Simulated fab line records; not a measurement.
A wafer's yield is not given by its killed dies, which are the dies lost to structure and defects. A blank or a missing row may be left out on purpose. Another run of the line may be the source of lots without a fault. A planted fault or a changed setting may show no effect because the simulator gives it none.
Chamber matching | flow nandHarc | 3 sister chambers for NHARC_A_STAIRCASE_DEP_322 on pecvd-04
The step deposits SiO2, target thk 7200 nm. 3 wafers are shown with their chamber, then 7 later ones without.

WAFERS, EACH WITH ITS CHAMBER
wafer  | chamber | heaterPowerOuterW (W)
L087.5 | 1       | 344
L090.1 | 2       | 424
L090.2 | 0       | 625

WAFERS WITHOUT THEIR CHAMBER
wafer  | heaterPowerOuterW (W)
L090.6 | 342
L093.3 | 612
L093.4 | 470
L093.5 | 367
L094.1 | 562
L094.3 | 344
L094.4 | 485

WHICH CHAMBER EACH WENT THROUGH
wafer  | from the rows above     | in truth
L090.6 | 1                       | 1
L093.3 | 0                       | 0
L093.4 | 2                       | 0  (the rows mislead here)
L093.5 | can't be placed: 1 or 2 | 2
L094.1 | can't be placed: 0 or 2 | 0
L094.3 | 1                       | 1
L094.4 | 2                       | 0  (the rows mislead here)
3 of 7 placed correctly. Not placeable from these rows: 2 (in 2, the candidates include the true chamber). 2 placed wrongly.
How it was worked out, from the rows above alone: a wafer's distance from a chamber is the root of the sum, over the readings, of the square of ((its reading less the chamber's mean) divided by the reading's scatter). The wafer belongs to the nearest chamber; if the next one is less than 2 further off, it can't be placed. A chamber's mean is the mean of its shown wafers. The scatter: root of mean squared gap, hidden wafer to nearest shown wafer, with one shown wafer a chamber.
